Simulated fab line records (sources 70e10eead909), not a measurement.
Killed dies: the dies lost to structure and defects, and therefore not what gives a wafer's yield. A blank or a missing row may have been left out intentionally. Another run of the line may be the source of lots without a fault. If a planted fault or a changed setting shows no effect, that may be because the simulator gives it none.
Matching of chambers :: flow nand-harc :: 4 sister chambers for NHARC_A_CHANNEL_HOLE_D1_ETCH_38 on rie-diel-03
The step etches the open film in CF4, target depth 39 nm, time 65 s. 4 wafers are shown with their chamber, then 8 later ones without.

## EACH WAFER AND ITS CHAMBER
wafer: L084.1
chamber: 2
showerhead-plenum-p-Torr (Torr): 1.79

wafer: L089.2
chamber: 3
showerhead-plenum-p-Torr (Torr): 1.79

wafer: L089.4
chamber: 0
showerhead-plenum-p-Torr (Torr): 1.67

wafer: L091.1
chamber: 1
showerhead-plenum-p-Torr (Torr): 1.68

## WAFERS WITH NO CHAMBER GIVEN
wafer: L091.2
showerhead-plenum-p-Torr (Torr): 1.78

wafer: L091.3
showerhead-plenum-p-Torr (Torr): 1.67

wafer: L095.2
showerhead-plenum-p-Torr (Torr): 1.78

wafer: L095.5
showerhead-plenum-p-Torr (Torr): 1.79

wafer: L095.6
showerhead-plenum-p-Torr (Torr): 1.78

wafer: L096.1
showerhead-plenum-p-Torr (Torr): 1.78

wafer: L096.5
showerhead-plenum-p-Torr (Torr): 1.79

wafer: L096.6
showerhead-plenum-p-Torr (Torr): 1.67

## EACH ONE'S CHAMBER
wafer: L091.2
from the rows above: can't be placed: 2 or 3
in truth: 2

wafer: L091.3
from the rows above: can't be placed: 0 or 1
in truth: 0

wafer: L095.2
from the rows above: can't be placed: 2 or 3
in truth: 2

wafer: L095.5
from the rows above: can't be placed: 2 or 3
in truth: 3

wafer: L095.6
from the rows above: can't be placed: 2 or 3
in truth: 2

wafer: L096.1
from the rows above: can't be placed: 2 or 3
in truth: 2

wafer: L096.5
from the rows above: can't be placed: 2 or 3
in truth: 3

wafer: L096.6
from the rows above: can't be placed: 0 or 1
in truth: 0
0 of 8 placed correctly. Can't be placed from these rows: 8 (the true chamber is among the candidates in 8). Placed wrongly: 0.
How it was worked out, from the rows above alone: a wafer's distance from a chamber is the root of the sum, over the readings, of the square of ((its reading less the chamber's mean) divided by the reading's scatter). The wafer belongs to the nearest chamber; if the next one is less than 2 further off, it can't be placed. For every chamber, the mean is computed from those of its wafers that are shown. The scatter: with one shown wafer a chamber, the root of the mean of the squares of how far each hidden wafer lies from its nearest shown one.
